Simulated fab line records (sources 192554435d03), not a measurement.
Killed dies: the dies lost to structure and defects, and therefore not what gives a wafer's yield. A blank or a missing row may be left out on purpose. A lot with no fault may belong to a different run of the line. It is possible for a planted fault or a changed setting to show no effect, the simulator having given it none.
Lot-split experiment | flow n5-finfet | 7 lots, 21 wafers read, on a route of 1938 steps

== SPLIT DETAILS ==
At N5_BEOL_M15_SPUTTER_44 (material Ta, target thk 15 nm, time 24.19 s), the setting power-w was moved away from the recipe's 15000 W on 7 of the 21 wafers read, by -17.3% to +17.5%. This setting was run at the recipe's value on the other wafers.

The split's own step is where the reading is taken.

== THE READING ==
Ta_of_BEOL_M15_SPUTTER_44.thk-nm (the simulator's own value, which no gauge read), in nm, at N5_BEOL_M15_SPUTTER_44 (material Ta, target thk 15 nm, time 24.19 s). No usual value for it is given in the file. The 14 wafers here that ran the recipe average 15.1 nm, standard deviation 0.12 nm.

wafer  | tool, chamber at the split | power-w as run, W | against the recipe | Ta_of_BEOL_M15_SPUTTER_44.thk-nm, nm | against lot-mates on the recipe
L074.3 | pvd-sputter-02, -          | 15000             | recipe             | 15                                   | -
L074.4 | pvd-sputter-02, -          | 12410             | -17.3%             | 12.4                                 | -2.6
L074.6 | pvd-sputter-02, -          | 12410             | -17.3%             | 12.4                                 | -2.6
L076.4 | pvd-sputter-02, -          | 17620             | +17.5%             | 17.6                                 | +2.6
L076.5 | pvd-sputter-02, -          | 15000             | recipe             | 15                                   | -
L076.6 | pvd-sputter-02, -          | 15000             | recipe             | 15                                   | -
L079.3 | pvd-sputter-03, -          | 15000             | recipe             | 14.8                                 | -
L079.5 | pvd-sputter-03, -          | 15000             | recipe             | 15.2                                 | -
L079.6 | pvd-sputter-03, -          | 15000             | recipe             | 15                                   | -
L085.1 | pvd-sputter-03, -          | 15000             | recipe             | 15                                   | -
L085.2 | pvd-sputter-03, -          | 15000             | recipe             | 15                                   | -
L085.6 | pvd-sputter-03, -          | 15000             | recipe             | 15.2                                 | -
L093.4 | pvd-sputter-02, -          | 15000             | recipe             | 15                                   | -
L093.6 | pvd-sputter-02, -          | 15000             | recipe             | 15                                   | -
L093.5 | pvd-sputter-02, -          | 12570             | -16.2%             | 12.6                                 | -2.4
L095.1 | pvd-sputter-03, -          | 15000             | recipe             | 15.2                                 | -
L095.3 | pvd-sputter-03, -          | 15000             | recipe             | 15.2                                 | -
L095.2 | pvd-sputter-03, -          | 15890             | +5.9%              | 16                                   | +0.8
L096.4 | pvd-sputter-01, -          | 12850             | -14.3%             | 13                                   | -2.2
L096.6 | pvd-sputter-01, -          | 12850             | -14.3%             | 13                                   | -2.2
L096.5 | pvd-sputter-01, -          | 15000             | recipe             | 15.2                                 | -

FIT RESULTS
A straight line over all 21 wafers: Ta_of_BEOL_M15_SPUTTER_44.thk-nm changes by +0.149 nm for each +1% of power-w; r = +1.00; the points scatter about the line by 0.11 nm.
The same after taking each lot's own level away (the mean of its wafers on the recipe; 21 wafers): +0.15 nm for each +1%; r = +1.00; scatter 0.079 nm.
According to that fit, moving power-w by its largest amount changes the reading by 2.6 nm.
The lots' own levels span 15.00 to 15.20 nm, that is 1.7 times the standard deviation above.
The two slopes are in agreement: the lot-to-lot level therefore moves the slope only a little.
Check: for one of the wafers moved furthest among these (+17.5%), held out of the fit, the line's prediction against its lot-mates is +2.61 nm. Against them it came out at +2.6 nm.

== OTHER SPLITS ON THESE WAFERS ==
These wafers also went through other splits before the reading. Each is held against what the fit with the lots' levels taken away leaves over:
other split on the same wafers    | wafers away from the commonest value | r with Ta_of_BEOL_M15_SPUTTER_44.thk-nm (lot level and that fit taken away)
N5_BEOL_M13_COAT_65 spin-rpm      | 7                                    | +0.14
N5_BEOL_M13_COAT_66 spin-rpm      | 5                                    | -0.01
N5_BEOL_M14_EXPOSE_07 dose-mj     | 10                                   | -0.03
N5_BEOL_M14_PEB_08 peb-time-s     | 7                                    | -0.11
N5_BEOL_M15_TRENCH_ETCH_34 time-s | 7                                    | -0.08

== THE FILE'S OWN FIT ==
Ta_of_BEOL_M15_SPUTTER_44.thk-nm changes by +0.15 nm for each +1% of power-w, r = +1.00.
